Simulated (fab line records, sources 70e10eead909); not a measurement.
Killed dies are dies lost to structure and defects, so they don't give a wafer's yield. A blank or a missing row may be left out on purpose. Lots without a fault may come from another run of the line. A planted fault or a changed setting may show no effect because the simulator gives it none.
Chamber matching | flow nand_harc | NHARC_A_BLC_STRIP_29 on rie_diel-06: 4 sister chambers
The step strips in CF4. 4 wafers are shown with their chamber, then 7 later ones without.

WAFERS WITH THEIR CHAMBER
wafer  | chamber | drypump_motor_current_A (A)
L701.3 | 3       | 5.8
L702.5 | 2       | 5.7
L710.2 | 0       | 5.9
L710.3 | 1       | 4.9

WAFERS WITHOUT THEIR CHAMBER
wafer  | drypump_motor_current_A (A)
L710.6 | 4.9
L711.2 | 5.8
L711.3 | 6.0
L711.6 | 5.8
L716.1 | 5.7
L716.3 | 5.8
L716.4 | 6.0

WHICH CHAMBER EACH WENT THROUGH
wafer  | from the rows above          | in truth
L710.6 | 1                            | 1
L711.2 | can't be placed: 3 or 2 or 0 | 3
L711.3 | can't be placed: 0 or 3      | 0
L711.6 | can't be placed: 3 or 2 or 0 | 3
L716.1 | can't be placed: 2 or 3      | 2
L716.3 | can't be placed: 3 or 2 or 0 | 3
L716.4 | can't be placed: 0 or 3      | 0
Placed correctly: 1 of 7. Can't be placed from these rows: 6 (the true chamber is among the candidates in 6). Placed wrongly: 0.
How it was worked out, from the rows above alone: a wafer's distance from a chamber is the root of the sum, over the readings, of the square of ((its reading less the chamber's mean) divided by the reading's scatter). The wafer belongs to the nearest chamber; if the next one is less than 2 further off, it can't be placed. A chamber's mean is the mean of its shown wafers. The scatter: with one shown wafer a chamber, the root of the mean of the squares of how far each hidden wafer lies from its nearest shown one.
